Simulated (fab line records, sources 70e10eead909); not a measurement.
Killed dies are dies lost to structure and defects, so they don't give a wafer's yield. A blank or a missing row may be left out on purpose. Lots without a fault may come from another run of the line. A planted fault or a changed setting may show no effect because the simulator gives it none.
A struck lot beside a sound one | flow nand_harc | 17 steps out of a route of 1159
Sound: wafers L283.2, L283.3, L283.4. Struck: wafers L297.2, L297.5. (L297.6 of the same lot was not struck and is left out.) The cause comes at the end.
At each step with rows: each side's tool, then ch and its chambers, then its first start. Under that, the readings that differ: sound wafers | struck wafers | difference of the means | sigmas: that difference in standard deviations of wafers without a fault.
alike: readings whose means differ by less than 2 such deviations, and words and numbers that are the same on both sides. not compared: withheld readings, readings that some wafer has no value for, bounds like >300 that may hide the same value, and numbers for which the record gives no deviation and whose values overlap.
The two part at a step that has a row with sigmas, a row that says differs or no value, or rows on one side only. Numbers that don't overlap but have no deviation are shown without sigmas and don't part them. A reading that every wafer of one side lacks parts them only if that side has two wafers or more.

NHARC_P_M2_INSPECT_11:
  sound on defect_inspect-02, day 7 18:51; struck on defect_inspect-02, day 10 23:05
  alike: raw_defect_count
then, 3 steps without rows for these wafers: NHARC_P_M2_DESCUM_14 (chemistry O2, time 3 s); NHARC_P_M2_ETCH_35 (etches the open film in N2/H2, target depth 40 nm, overetch 12 nm, time 43.94 s); NHARC_P_M2_ETCH_15 (etches the open film in C4F8/Ar, target depth 182.5 nm, time 91.2 s).
NHARC_P_M2_CD_MEAS_16:
  sound on cd_sem-03, day 7 19:13; struck on cd_sem-03, day 10 23:28
  alike: cd_nm
NHARC_P_M2_STRIP_18: strips in N2/H2.
  sound on rie_diel-03 ch 0,2,3, day 7 19:19; struck on rie_diel-03 ch 1,2, day 10 23:35
  alike: chamber_pressure_mTorr, drypump_motor_current_A, oes_product_au, rf_vpp_V, showerhead_plenum_p_Torr, throttle_valve_pct
  not compared: rf_hours_counter_h
NHARC_P_M2_ETCH_28: etches the open film in CF4/N2, target depth 30 nm, time 72.99 s.
  sound on rie_diel-03 ch 1,2,3; struck on rie_diel-03 ch 1,2
  alike: chamber_pressure_mTorr, drypump_motor_current_A, oes_product_au, rf_vpp_V, showerhead_plenum_p_Torr, throttle_valve_pct
  not compared: rf_hours_counter_h
then, 3 steps without rows for these wafers: NHARC_P_M2_STRIP_19 (strips in post etch residue remover, time 600 s); NHARC_P_M2_DEGAS_29 (time 60 s); NHARC_P_M2_PRE_CLEAN_30 (time 30 s).
NHARC_P_M2_PVD_20: deposits TaN, target thk 5 nm, time 8.06 s.
  sound on pvd_sputter-03; struck on pvd_sputter-02
  alike: cathode_dc_power_W, throttle_valve_pct
NHARC_P_M2_PVD_21: deposits Cu, target thk 30 nm, time 20.49 s.
  sound on pvd_sputter-03; struck on pvd_sputter-02
  alike: cathode_dc_power_W, throttle_valve_pct
NHARC_P_M2_ECD_22: material Cu, target thk 400 nm.
  sound on ecd_cu-02 ch 0,1, day 7 20:22; struck on ecd_cu-01 ch 0,1, day 11 00:32
NHARC_P_M2_ANNEAL_31: time 90 s.
  sound on rtp_anneal-01 ch 0, day 7 20:48; struck on rtp_anneal-02 ch 0, day 11 00:58
  reading          | sound             | struck      | difference | sigmas
  wafer_temp_C_max | 226.5 226.6 226.2 | 225.6 225.7 | -0.8       | -2
NHARC_P_M2_CMP_23: polishes, t overpolish 20 s, target thk 144.3 nm.
  sound on cmp-03 ch 1,2,3, day 7 21:05; struck on cmp-03 ch 2,3, day 11 01:19
  reading                | sound          | struck    | difference | sigmas
  time_to_endpoint_s (s) | 34.1 29.9 34.3 | 49.0 52.7 | +18.1      | +7
  alike: edge_zone_pressure_frac, motor_current_A
NHARC_P_M2_THK_MEAS_24: measures by xrf.
  sound on film_metro-02, day 7 21:25; struck on film_metro-02, day 11 01:34
  alike: thk_nm
then, 1 step without rows for these wafers: NHARC_END_SORT_01.

WHERE THEY PART
First at NHARC_P_M2_ANNEAL_31; last, within this record, at NHARC_P_M2_CMP_23. Later steps at which nothing parts them and some readings are alike: NHARC_P_M2_THK_MEAS_24.

WHY: what the simulator had put in
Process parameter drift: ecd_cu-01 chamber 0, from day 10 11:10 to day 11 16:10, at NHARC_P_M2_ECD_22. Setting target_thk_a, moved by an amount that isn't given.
